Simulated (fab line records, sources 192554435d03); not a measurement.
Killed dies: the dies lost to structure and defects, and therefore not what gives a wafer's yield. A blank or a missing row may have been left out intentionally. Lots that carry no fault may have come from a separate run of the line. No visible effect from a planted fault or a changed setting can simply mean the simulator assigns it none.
The tool behind it: which one? ; flow n5_finfet ; route of 1938 steps, sampled at 1 step: 12 lots, 32 wafers

## WHAT THE GAUGES READ, wafer by wafer
N5_HKMG_FIN_THK_MEAS_70: measures by xrf. Usual: HK_THK 1.604 nm, standard deviation 0.021.
lot;measured;on;HK_THK (nm);flag
L340;day 4 03:01;film_metro-02;1.592 1.624 1.591;
L342;day 4 13:55;film_metro-01;1.602 1.623 1.602;
L346;day 5 13:44;film_metro-02;1.629 1.609 1.620;
L347;day 6 01:31;film_metro-02;1.621 1.565;
L348;day 6 05:05;film_metro-02;1.607 1.593;
L350;day 6 19:36;film_metro-01;1.579 1.608 1.605;
L351;day 6 23:05;film_metro-02;1.649 1.557;
L356;day 8 02:02;film_metro-02;1.609 1.594 1.662;
L359;day 8 22:51;film_metro-01;1.608 1.616 1.597;
L361;day 9 14:05;film_metro-01;1.619 1.599 1.636;
L363;day 9 22:29;film_metro-01;1.616 1.631 1.631;
L362;day 9 23:14;film_metro-01;1.588 1.605;

## WHICH TOOL RAN EACH LOT (tool, then ch and the chambers of the sampled wafers, then the start)
Before these readings, the record contains no process step.

## WHAT THE TOOLS THEMSELVES READ (means of the sampled wafers that have a number; where no wafer has one, the mark that the record gives instead)
The record holds no such reading with a usual standard deviation.

## THE ANSWER, worked out from the rows above alone
Rule: lot off if the mean of its wafers having a number is beyond 3 standard deviations from the usual mean. Also off: a lot with no number at a reading for which 4 or more lots have one. The other lots that the step has rows for count as sound. First the gauges in route order, then the tools' own readings, where a lot's mean is used as printed above. At the first step where some lot is off, the reading lying furthest off is the one used; lots without a number count as furthest.
Across all readings shown, no lot is off: no conclusion can be drawn from this.

## WHAT HAD BEEN PUT IN BY THE SIMULATOR
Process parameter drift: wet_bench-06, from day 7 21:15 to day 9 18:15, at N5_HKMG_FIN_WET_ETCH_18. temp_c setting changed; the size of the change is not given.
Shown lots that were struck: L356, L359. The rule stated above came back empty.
